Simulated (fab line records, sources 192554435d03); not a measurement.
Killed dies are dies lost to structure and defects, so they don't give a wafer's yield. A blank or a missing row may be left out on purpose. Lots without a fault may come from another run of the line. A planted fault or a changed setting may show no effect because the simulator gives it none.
fab line records | flow n5_finfet | part 2 of 2: steps 17 to 25 of 25
record lots=5 wafers=15 last_day=19
route steps=1938 shown HKMG_FIN@439
lots that met no fault: from a run of the same line without faults
start_h: hours from the record's first day to the start of the lot's first wafer shown | wait_h: hours since the lot's step before | " the same as in the row above | L1.1+2: a row that stands for several wafers | - no value, or no start given | * or withheld: withheld | < > ~ a bound
route shown NAME@n: a module of which the file shows steps, and the number in the route of the first | usual: mean/standard deviation of fault-free wafers | same: alike in all rows | chamber/n: place in a boat | sites: the reading at each site | _std_site: their standard deviation | _edge_site: outer sites' mean less inner sites' | radius_mm: how far each site lies from the wafer's centre | mask NAME#n: copy n | behind: the tool/chamber that last shaped the wafer | hold: why the lot was held/for how many hours/how that ended | device: the transistor (n, p or np) that didn't switch | end of line: the same wafers' tests at the end of the route | a step without rows: its recipe alone | killed: dies lost to structure and defects at the first sort, not the wafer's yield | map: a wafer's dies, x killed, . not, _ none there
set.NAME: the setting as run; set.NAME@STEP: as run at that earlier step | model.NAME: the simulator's own value behind a step, which no gauge read
lots at some steps of the route; a table a step, a row a wafer
services: from which hour (start_h, from the record's first day; less than 0 if before it) a tool's chamber was out of use, for how many hours, and why
## steps
# step N5_HKMG_FIN_STRIP_69
# recipe chemistry=N2/H2 power_w=2500 temp_c=300 h2_frac=0.65 time_s=360 pressure_mtorr=withheld n2_flow_sccm=1750 h2_flow_sccm=3250
# usual drypump_motor_current_A=5.7/0.67 h2_flow_sccm=3249/9.7 heater_power_w=457/72
# columns lot.wafer tool chamber start_h wait_h drypump_motor_current_A h2_flow_sccm heater_power_w rf_hours_counter_h
L077.1 plasma_asher-02 0 96.73 0.1 6.1 3241 389 90
L077.2 " 1 " " 6.5 3247 566 90
L077.3 " 0 " " 6.1 3237 394 -
L079.1 plasma_asher-01 1 109.72 0.1 4.7 3246 477 45
L079.2 " 0 " " 5.8 3255 402 45
L079.4 " 0 " " 5.8 3255 399 -
L082.1 plasma_asher-02 0 126.84 0.1 6.1 3249 389 94
L082.3 " 0 " " 6.1 3254 384 -
L082.6 " 1 " " 6.5 3257 566 -
L093.3 plasma_asher-02 1 194.74 0.2 6.5 3243 565 -
L093.4 " 0 " " 6.1 3247 396 -
L093.6 " 1 " " 6.5 3257 573 -
L097.2 plasma_asher-02 1 220.42 0.2 6.5 3254 589 112
L097.3 " 1 " " 6.5 3239 588 -
L097.5 " 1 " " 6.5 3245 570 -
# step N5_HKMG_FIN_ALD_21
# recipe material=TiN target_thk_a=15 temp_c=400 ald_precursor_family=TiCl4 ald_co_reactant=NH3 pulse_time_s=1 purge_time_s=3 co_reactant_purge_time_s=2 co_reactant_pulse_time_s=2 ald_cycles=68 pressure_torr=3
# usual heater_power_w=914/62 precursor_pulse_height_rel=1.004/0.02
# same co_reactant_purge_time_s=2
# columns lot.wafer tool chamber start_h wait_h heater_power_w precursor_pulse_height_rel
L077.1 ald_metal-03 3 97.11 0.3 919 0.963
L077.2 " 0 " " 906 1.036
L077.3 " 2 " " 982 1.001
L079.1 ald_metal-04 1 110.10 0.3 1062 0.987
L079.2 " 2 " " 892 1.007
L079.4 " 3 " " 778 1.036
L082.1 ald_metal-04 0 127.22 0.3 968 1.034
L082.3 " 3 " " 791 0.969
L082.6 " 1 " " 1026 1.016
L093.3 ald_metal-02 0 195.01 0.1 826 0.988
L093.4 " 3 " " 887 0.972
L093.6 " 3 " " 897 1.009
L097.2 ald_metal-04 2 220.80 0.3 896 0.978
L097.3 " 1 " " 1034 1.030
L097.5 " 0 " " 963 1.023
# step N5_HKMG_FIN_ALD_72
# recipe material=W target_thk_a=20 temp_c=300 pressure_torr=7.5 ald_precursor_family=WF6 ald_co_reactant=B2H6 pulse_time_s=1 purge_time_s=2 co_reactant_purge_time_s=2 co_reactant_pulse_time_s=3 ald_cycles=7
# usual heater_power_w=466/71 precursor_pulse_height_rel=0.998/0.02
# same co_reactant_purge_time_s=2
# columns lot.wafer tool chamber start_h wait_h heater_power_w precursor_pulse_height_rel
L077.1 cvd_w-01 1 97.47 0.2 524 1.000
L077.2 " 0 " " 381 0.980
L077.3 " 1 " " 530 0.984
L079.1 cvd_w-01 0 110.46 0.2 378 0.993
L079.2 " 1 " " 515 1.018
L079.4 " 1 " " 520 1.043
L082.1 cvd_w-01 1 127.58 0.2 521 1.028
L082.3 " 1 " " 531 1.018
L082.6 " 1 " " 520 0.990
L093.3 cvd_w-01 1 195.39 0.2 517 0.965
L093.4 " 0 " " 391 0.984
L093.6 " 0 " " 375 1.001
L097.2 cvd_w-01 1 221.18 0.2 528 1.014
L097.3 " 1 " " 532 1.012
L097.5 " 0 " " 383 0.977
# step N5_HKMG_FIN_W_FILL_22
# recipe material=W target_thk_a=600 temp_c=400 pressure_torr=39.4 time_s=18.2
# usual heater_power_w=829/130 throttle_valve_pct=19.8/0.37
# columns lot.wafer tool chamber start_h wait_h heater_power_w throttle_valve_pct
L077.1 cvd_w-01 1 97.54 0.0 925 18.9
L077.2 " 0 " " 690 19.8
L077.3 " 1 " " 930 19.3
L079.1 cvd_w-01 0 110.52 0.0 684 19.9
L079.2 " 1 " " 938 18.9
L079.4 " 1 " " 921 19.3
L082.1 cvd_w-01 1 127.64 0.0 949 19.4
L082.3 " 1 " " 932 19.4
L082.6 " 1 " " 929 19.3
L093.3 cvd_w-01 1 195.44 0.0 899 19.5
L093.4 " 0 " " 666 20.4
L093.6 " 0 " " 697 20.2
L097.2 cvd_w-01 1 221.24 0.0 914 19.7
L097.3 " 1 " " 929 19.4
L097.5 " 0 " " 704 20.4
# step N5_HKMG_FIN_PRECLEAN_83
# recipe chemistry=DIW time_s=57.5 temp_c=23
# columns lot.wafer tool chamber start_h wait_h
L077.1+2+3 wet_bench-01 1,4,3 97.59 0.0
L079.1+2+4 wet_bench-05 2,7,4 110.60 0.1
L082.1+3+6 wet_bench-01 6,4,0 127.70 0.0
L093.3+4+6 wet_bench-06 5,4,3 195.49 0.0
L097.2+3+5 wet_bench-05 1,3,0 221.30 0.0
# step N5_HKMG_FIN_SRD_84
# recipe dry_time_s=32 dry=n2_spin spin_rpm=1500
# columns lot.wafer tool chamber start_h wait_h
L077.1+2+3 wet_bench-01 1,4,3 97.61 0.0
L079.1+2+4 wet_bench-05 2,7,4 110.62 0.0
L082.1+3+6 wet_bench-01 6,4,0 127.72 0.0
L093.3+4+6 wet_bench-06 5,4,3 195.51 0.0
L097.2+3+5 wet_bench-05 1,3,0 221.32 0.0
# step N5_HKMG_FIN_CMP_23
# recipe stop_on=SiNx t_overpolish_s=10 post_cmp_clean=rinse_only down_force_psi=4 platen_rpm=50.289 pad_velocity_m_s=1.0006 target_thk_nm=46.326
# usual motor_current_A=12.1/0.93 overpolish_run_s=10.001/0.0095 time_to_endpoint_s=11.8/2.2
# columns lot.wafer tool chamber start_h wait_h motor_current_A overpolish_run_s time_to_endpoint_s
L077.2 cmp-02 0 97.64 0.0 11.4 9.999 16.0
L077.1 " 1 " " 11.5 9.999 16.5
L077.3 " 2 " " 11.2 10.010 13.2
L079.2 cmp-04 0 110.84 0.2 12.0 9.988 7.9
L079.1 " 2 " " 12.6 10.003 9.6
L079.4 " 3 " " 13.5 10.008 8.5
L082.3 cmp-03 1 127.75 0.0 12.0 9.992 12.1
L082.1 " 0 " " 13.3 9.998 12.7
L082.6 " 2 " " 10.7 10.001 12.1
L093.3 cmp-04 2 195.54 0.0 12.7 10.009 14.8
L093.4 " 1 " " 12.3 10.007 14.3
L093.6 " 2 " " 12.7 9.999 14.0
L097.2 cmp-04 0 221.35 0.0 11.4 10.004 12.8
L097.3 " 3 " " 14.8 10.006 9.1
L097.5 " 0 " " 11.7 10.013 11.7
# step N5_HKMG_FIN_CMP_94
# recipe stop_on=SiNx post_cmp_clean=w_dilute_nh4oh t_overpolish_s=4.7 down_force_psi=4 platen_rpm=50.289 pad_velocity_m_s=1.0006 target_thk_nm=43.299
# usual motor_current_A=12.0/0.91
# columns lot.wafer tool chamber start_h wait_h motor_current_A
L077.2 cmp-02 0 98.12 0.4 11.1
L077.1 " 1 " " 11.3
L077.3 " 2 " " 11.9
L079.2 cmp-04 0 111.32 0.4 11.7
L079.1 " 2 " " 12.6
L079.4 " 3 " " 13.7
L082.3 cmp-03 1 128.23 0.4 11.2
L082.1 " 0 " " 13.4
L082.6 " 2 " " 11.0
L093.3 cmp-04 2 196.02 0.4 12.5
L093.4 " 1 " " 12.3
L093.6 " 2 " " 12.6
L097.2 cmp-04 0 221.83 0.4 12.0
L097.3 " 3 " " 13.0
L097.5 " 0 " " 11.6
# step N5_HKMG_FIN_INSPECT_28
# recipe inspect_instrument=darkfield mode=post_cmp
# usual raw_defect_count=37/18
# columns lot.wafer tool chamber start_h wait_h raw_defect_count
L077.1 defect_inspect-01 - 98.35 0.0 31
L077.2 " - " " 38
L077.3 " - " " 37
L079.1 defect_inspect-02 - 111.55 0.0 28
L079.2 " - " " 13
L079.4 " - " " 38
L082.1 defect_inspect-01 - 128.46 0.0 22
L082.3 " - " " 25
L082.6 " - " " 48
L093.3 defect_inspect-02 - 196.26 0.0 33
L093.4 " - " " 31
L093.6 " - " " 17
L097.2 defect_inspect-02 - 222.06 0.0 23
L097.3 " - " " 35
L097.5 " - " " 27
## services
# columns tool chamber start_h hours kind
rie_diel-05 3 74.42 - clean
rie_diel-05 3 74.42 - consumable_replace:focus_ring
cmp-03 - 91.27 0.3 repair
rie_metal-01 1 92.32 11.1 repair
rie_metal-01 - 92.95 2.8 pm
cmp-02 - 107.60 12.0 pm
rie_diel-06 1 110.57 8.0 repair
wet_bench-06 - 115.50 1.6 repair
ald_metal-03 0 116.01 7.5 repair
cmp-02 - 119.64 4.0 pm
ald_metal-03 - 125.78 14.6 pm
cmp-04 - 129.63 10.0 pm
cmp-03 - 153.03 0.3 repair
rie_metal-01 1 154.16 10.1 repair
rie_metal-01 - 169.85 1.4 pm
cmp-03 - 174.62 3.7 pm
cmp-03 - 182.14 4.0 pm
wet_bench-01 - 182.99 0.7 repair
rie_diel-05 2 191.71 1.3 repair
ald_metal-02 2 197.82 5.7 repair
ald_metal-03 3 197.98 31.3 repair
cmp-03 - 199.31 4.2 repair
cmp-02 - 201.20 1.1 repair
wet_bench-01 - 208.73 6.4 repair
